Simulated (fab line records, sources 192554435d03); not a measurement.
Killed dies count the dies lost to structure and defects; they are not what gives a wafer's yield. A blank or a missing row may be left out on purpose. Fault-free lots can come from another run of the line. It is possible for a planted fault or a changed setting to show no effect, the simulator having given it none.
Matching of chambers || flow n5 finfet || rie diel-03 running N5_GATE_CUT_ETCH_58: 4 sister chambers
The step etches SiNx in CH3F/O2, target depth 17 nm, time 128.6 s. 4 wafers are shown with their chamber, then 10 later ones without.

## WAFERS PAIRED WITH THEIR CHAMBERS
{"wafer": "L086.5", "chamber": 1, "drypump motor current A (A)": 5.29}
{"wafer": "L088.6", "chamber": 3, "drypump motor current A (A)": 5.16}
{"wafer": "L090.2", "chamber": 0, "drypump motor current A (A)": 5.93}
{"wafer": "L090.3", "chamber": 2, "drypump motor current A (A)": 5.23}

## WAFERS WITHOUT THEIR CHAMBER
{"wafer": "L090.4", "drypump motor current A (A)": 5.15}
{"wafer": "L091.1", "drypump motor current A (A)": 5.95}
{"wafer": "L091.2", "drypump motor current A (A)": 5.28}
{"wafer": "L091.4", "drypump motor current A (A)": 5.15}
{"wafer": "L094.1", "drypump motor current A (A)": 5.28}
{"wafer": "L094.4", "drypump motor current A (A)": 5.29}
{"wafer": "L094.5", "drypump motor current A (A)": 5.93}
{"wafer": "L096.1", "drypump motor current A (A)": 5.93}
{"wafer": "L096.3", "drypump motor current A (A)": 5.25}
{"wafer": "L096.4", "drypump motor current A (A)": 5.27}

## THE CHAMBER EACH PASSED THROUGH
{"wafer": "L090.4", "from the rows above": 3, "in truth": 3}
{"wafer": "L091.1", "from the rows above": 0, "in truth": 0}
{"wafer": "L091.2", "from the rows above": 1, "in truth": 1}
{"wafer": "L091.4", "from the rows above": 3, "in truth": 3}
{"wafer": "L094.1", "from the rows above": 1, "in truth": 1}
{"wafer": "L094.4", "from the rows above": 1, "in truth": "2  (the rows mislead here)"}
{"wafer": "L094.5", "from the rows above": 0, "in truth": 0}
{"wafer": "L096.1", "from the rows above": 0, "in truth": 0}
{"wafer": "L096.3", "from the rows above": "can't be placed: 2 or 1", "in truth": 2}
{"wafer": "L096.4", "from the rows above": "can't be placed: 1 or 2", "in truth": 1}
7 of 10 placed correctly. From these rows, 2 cannot be placed; in 2 the true chamber is one of the candidates. 1 placed wrongly.
How it was worked out, from the rows above alone: a wafer's distance from a chamber is the root of the sum, over the readings, of the square of ((its reading less the chamber's mean) divided by the reading's scatter). If the next closest chamber is less than 2 further off than the closest, the wafer can't be placed; otherwise it belongs to the closest. Each chamber's mean is taken over the wafers shown for it. The scatter: root of mean squared gap, hidden wafer to nearest shown wafer, with one shown wafer a chamber.
